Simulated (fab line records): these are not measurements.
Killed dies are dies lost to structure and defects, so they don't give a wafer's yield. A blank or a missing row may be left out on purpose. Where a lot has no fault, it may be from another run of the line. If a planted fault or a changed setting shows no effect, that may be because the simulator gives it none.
A lot that was struck, set against a sound lot -- flow nandHarc -- 14 steps out of a route of 1159
Sound: the wafers L109.3, L109.5, L109.6. Wafers struck: L117.1, L117.2, L117.6. The cause comes at the end.
Each step with rows lists, per side, the tool, then ch with its chambers, then its first start. Under that, the readings that differ: sound wafers -- struck wafers -- difference of the means -- sigmas: that difference in standard deviations of wafers without a fault.
alike: same words and numbers on both sides, and readings whose means sit less than 2 such deviations apart. not compared: any withheld reading, any reading some wafer has no value for, any bound like >300 that may hide the same value, and any number with overlapping values for which the record gives no deviation.
Wherever a step has rows on one side only, a row that says differs or no value, or a row with sigmas, the two part there. Numbers that have no deviation but don't overlap get no sigmas and don't part them. A reading that every wafer of one side lacks parts them only if that side has two wafers or more.

NHARC_P_CONTACT_PVD_32: deposits Ti, target thk 5 nm, time 17.7 s.
  sound on pvdSputter-02; struck on pvdSputter-02
  alike: throttleValvePct
NHARC_P_CONTACT_ALD_22: deposits TiN, target thk 3 nm, pulse time 1 s, ald cycles 150.
  sound on aldMetal-01 ch 2,3, day 6 22:26; struck on aldMetal-01 ch 0,1, day 9 02:44
  alike: heaterPowerW, precursorPulseHeightRel
  not compared: sinceWetCleanH
NHARC_P_CONTACT_CVD_23: deposits W, target thk 200 nm, time 557 s.
  sound on cvdW-02 ch 0,1; struck on cvdW-01 ch 0,1
  alike: heaterPowerW, throttleValvePct
  not compared: sinceWetCleanH
NHARC_P_CONTACT_CMP_24: polishes, t overpolish 30 s, target thk 200 nm.
  sound on cmp-01 ch 0,2,3, day 6 23:20; struck on cmp-03 ch 1,2, day 9 05:52
  alike: motorCurrentA, overpolishRunS, retainingRingPressureFrac, timeToEndpointS
then, 1 step without rows for these wafers: NHARC_P_CONTACT_SRD_26.
NHARC_P_CONTACT_INSPECT_27:
  struck on defectInspect-02, day 9 06:16; sound on defectInspect-02, day 6 23:42
  alike: rawDefectCount
then, 5 steps without rows for these wafers: NHARC_P_M0_DEP_00 (deposits SiOC, target thk 150 nm); NHARC_P_M0_DEHYDRATE_01 (time 120 s); NHARC_P_M0_HMDS_02 (time 30 s); NHARC_P_M0_COAT_33 (time 65 s); NHARC_P_M0_COAT_03 (resist thk 90 nm).
NHARC_P_M0_SOFTBAKE_04: time 55 s.
  sound on lithoTrack-06 ch 0, day 7 00:00; struck on lithoTrack-01 ch 0, day 9 06:00
reading,sound,struck,difference,sigmas
heaterPowerTotalW (W),188.27 188.35 188.64,181.90 181.80 181.72,-6.61,-47
then, 2 steps without rows for these wafers: NHARC_P_M0_EBR_05; NHARC_END_SORT_01.

== WHERE THEY PART ==
Only at NHARC_P_M0_SOFTBAKE_04, as far as this record shows.

WHY: whatever the simulator had introduced
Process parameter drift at NHARC_P_M0_SOFTBAKE_04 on lithoTrack-01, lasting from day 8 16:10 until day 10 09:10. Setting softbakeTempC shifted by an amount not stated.
